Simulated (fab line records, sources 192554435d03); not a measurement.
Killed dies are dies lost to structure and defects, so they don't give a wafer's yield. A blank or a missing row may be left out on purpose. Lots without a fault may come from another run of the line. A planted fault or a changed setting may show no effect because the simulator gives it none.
A struck lot beside a sound one | flow n5_finfet | 36 steps out of a route of 1938
Sound: wafers L846.2, L846.5, L846.6. Struck: wafer L845.5. (L845.3, L845.4 of the same lot were not struck and are left out.) The cause comes at the end.
At each step with rows: each side's tool, then ch and its chambers, then its first start. Under that, the readings that differ: sound wafers | struck wafers | difference of the means | sigmas: that difference in standard deviations of wafers without a fault.
alike: readings whose means differ by less than 2 such deviations, and words and numbers that are the same on both sides. not compared: withheld readings, readings that some wafer has no value for, bounds like >300 that may hide the same value, and numbers for which the record gives no deviation and whose values overlap.
The two part at a step that has a row with sigmas, a row that says differs or no value, or rows on one side only. Numbers that don't overlap but have no deviation are shown without sigmas and don't part them. A reading that every wafer of one side lacks parts them only if that side has two wafers or more.

first, 9 steps without rows for these wafers: N5_BEOL_M4_ANNEAL_95 (time 240 s); N5_BEOL_M4_SPUTTER_96 (material Cu, target thk 4.5 nm, time 8.29 s); N5_BEOL_M4_ECD_50 (material Cu, target thk 300 nm); N5_BEOL_M4_ANNEAL_51 (time 90 s); N5_BEOL_M4_CMP_52 (polishes, stops on SiOC, t overpolish 6.8 s, target thk 40 nm); N5_BEOL_M4_PRE_CLEAN_60 (time 15 s); N5_BEOL_M4_CO_CAP_55 (material Co, precursor CCTBA/H2, target thk 2 nm, time 102.1 s); N5_BEOL_M4_PRE_CLEAN_56 (time 15 s); N5_BEOL_M4_DEP_57 (deposits SiCN from 3MS/NH3, target thk 8 nm, time 14 s).
N5_BEOL_M4_RC_MEAS_101:
  sound on prober-01 ch 0, day 12 12:22; struck on prober-01 ch 0, day 12 17:04
  reading       | sound          | struck | difference | sigmas
  ION_P (uA/um) | 449 458 448    | 472    | +20        | +2
  SS_N (mV/dec) | 72.3 71.9 72.9 | 71.0   | -1.4       | -2
  alike: DIBL_N, DIBL_P, IOFF_N, IOFF_P, ION_N, SS_P, VT_N, VT_P
then, 24 steps without rows for these wafers: N5_BEOL_M5_ILD_DEP_00 (deposits SiCOH lowk from DEMS/porogen, target thk 140.64 nm, time 25.9 s); N5_BEOL_M5_CURE_79 (cures SiCOH lowk, time 240 s); N5_BEOL_M5_PECVD_70 (deposits SiO2 from TEOS/O2, target thk 16 nm, time 18 s); N5_BEOL_M5_HM_DEP_02 (deposits TiN, target thk 20 nm); N5_BEOL_M5_COAT_59 (time 60 s, resist thk 60 nm); N5_BEOL_M5_COAT_60 (time 60 s, resist thk 12 nm); N5_BEOL_M5_COAT_71 (time 60 s, resist thk 5 nm); N5_BEOL_M5_COAT_05 (resist thk 30 nm); N5_BEOL_M5_EBR_07; N5_BEOL_M5_SOFTBAKE_06 (time 60 s); N5_BEOL_M5_EXPOSE_08 (exposes mask M5, target cd 28 nm); N5_BEOL_M5_PEB_09 (peb time 60 s); N5_BEOL_M5_DEVELOP_10 (develop time 30 s); N5_BEOL_M5_DESCUM_16 (chemistry O2, time 7 s); N5_BEOL_M5_ETCH_72 (etches underlayer in N2/H2, target depth 6.5 nm, time 5.2 s); N5_BEOL_M5_ETCH_61 (etches SiARC in CF4, target depth 15.6 nm, time 26 s); N5_BEOL_M5_ETCH_62 (etches SOC in N2/H2, target depth 75 nm, overetch 15 nm, time 112.5 s); N5_BEOL_M5_STRIP_63 (strips in N2/H2); N5_BEOL_M5_STRIP_73 (strips in N2/H2); N5_BEOL_M5_STRIP_64 (strips in CF4); N5_BEOL_M5_HM_OPEN_17 (chemistry Cl2/BCl3, target TiN, target depth 20 nm, overetch 6 nm); N5_BEOL_M5_STRIP_19 (strips in O2); N5_BEOL_M5_COAT_65 (time 60 s, resist thk 60 nm); N5_BEOL_M5_COAT_66 (time 60 s, resist thk 12 nm).
-- the record jumps here: 4 days lie between the struck wafers' starts before and after (it left off in module BEOL_M5 and takes up again in module PASSIVATION, whose first step shown is number 1915 of the route) --
N5_PASSIVATION_PECVD_53: deposits SiO2 from TEOS/O2, target thk 800 nm, time 169.4 s.
  sound on pecvd-01 ch 0,1,2, day 16 13:01; struck on pecvd-02 ch 2, day 16 18:18
  reading                                        | sound             | struck | difference | sigmas
  run_length_s (s)                               | 197.0 197.8 198.1 | 278.1  | +80.5      | +99 or more
  model.SiO2_of_PASSIVATION_PECVD_53.thk_nm (nm) | 796.6 800.8 807.4 | 1187   | +385       |
N5_PASSIVATION_PROBE_49:
  the record has rows for the struck wafers here (prober-01, day 16 22:35) and none for the sound ones

WHERE THEY PART
First at N5_BEOL_M4_RC_MEAS_101; last, within this record, at N5_PASSIVATION_PROBE_49.

WHY: what the simulator had put in
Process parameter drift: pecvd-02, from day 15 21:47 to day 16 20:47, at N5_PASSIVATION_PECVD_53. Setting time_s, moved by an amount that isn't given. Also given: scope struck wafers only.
